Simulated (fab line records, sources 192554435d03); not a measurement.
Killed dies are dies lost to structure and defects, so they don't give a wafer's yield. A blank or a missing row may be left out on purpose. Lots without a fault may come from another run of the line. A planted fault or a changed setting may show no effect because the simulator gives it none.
Chamber matching | flow n5_finfet | N5_BEOL_M3_DEP_57 on pecvd-01: 3 sister chambers
The step deposits SiCN from 3MS/NH3, target thk 8 nm, time 14 s. 18 wafers are shown with their chamber, then 9 later ones without.

WAFERS WITH THEIR CHAMBER
wafer  | chamber | throttle_valve_pct (%) | showerhead_plenum_p_Torr (Torr) | rf_fwd_power_W (W)
L074.1 | 1       | 10.3                   | 3.657                           | 199.9
L074.4 | 0       | 9.0                    | 3.662                           | 199.3
L074.6 | 1       | 10.5                   | 3.658                           | 199.5
L075.1 | 0       | 9.0                    | 3.664                           | 198.5
L075.4 | 1       | 10.3                   | 3.652                           | 199.2
L075.5 | 2       | 8.6                    | 3.676                           | 199.9
L076.2 | 0       | 9.4                    | 3.664                           | 198.5
L076.3 | 2       | 8.6                    | 3.670                           | 199.0
L076.5 | 0       | 9.1                    | 3.660                           | 200.0
L080.2 | 0       | 9.2                    | 3.658                           | 200.5
L080.3 | 1       | 10.5                   | 3.657                           | 198.7
L080.6 | 0       | 9.3                    | 3.657                           | 199.9
L087.4 | 2       | 8.6                    | 3.676                           | 200.1
L087.5 | 0       | 9.4                    | 3.663                           | 198.7
L087.6 | 1       | 10.3                   | 3.659                           | 200.2
L088.1 | 0       | 9.1                    | 3.671                           | 199.2
L088.4 | 0       | 9.2                    | 3.656                           | 199.3
L088.6 | 2       | 8.8                    | 3.677                           | 200.5

SIGNATURES (means of the wafers above)
reading                  | chamber 0 | chamber 1 | chamber 2 | scatter within a chamber
throttle_valve_pct       | 9.189     | 10.380    | 8.650     | 0.133
showerhead_plenum_p_Torr | 3.66167   | 3.65660   | 3.67475   | 0.00392
rf_fwd_power_W           | 199.322   | 199.500   | 199.875   | 0.659
Rule: a wafer's distance from a chamber is the root of the sum, over the readings, of the square of ((its reading less the chamber's mean) divided by the reading's scatter). The wafer belongs to the nearest chamber; if the next one is less than 2 further off, it can't be placed. The scatter: the root of (the sum of the squares of (reading less its chamber's mean) over the shown wafers, divided by (wafers less chambers)).

WAFERS WITHOUT THEIR CHAMBER
wafer  | throttle_valve_pct (%) | showerhead_plenum_p_Torr (Torr) | rf_fwd_power_W (W)
L091.2 | 8.6                    | 3.679                           | 199.7
L091.3 | 9.1                    | 3.662                           | 198.5
L091.4 | 9.2                    | 3.660                           | 199.3
L092.2 | 8.7                    | 3.677                           | 200.5
L092.4 | 8.5                    | 3.671                           | 201.9
L092.5 | 9.2                    | 3.655                           | 198.7
L097.1 | 9.3                    | 3.661                           | 199.7
L097.2 | 10.6                   | 3.654                           | 199.2
L097.5 | 9.4                    | 3.657                           | 198.1

WHICH CHAMBER EACH WENT THROUGH
wafer  | from the rows above | in truth
L091.2 | 2                   | 2
L091.3 | 0                   | 0
L091.4 | 0                   | 0
L092.2 | 2                   | 2
L092.4 | 2                   | 2
L092.5 | 0                   | 0
L097.1 | 0                   | 0
L097.2 | 1                   | 1
L097.5 | 0                   | 0
Placed correctly: 9 of 9. Can't be placed from these rows: 0. Placed wrongly: 0.
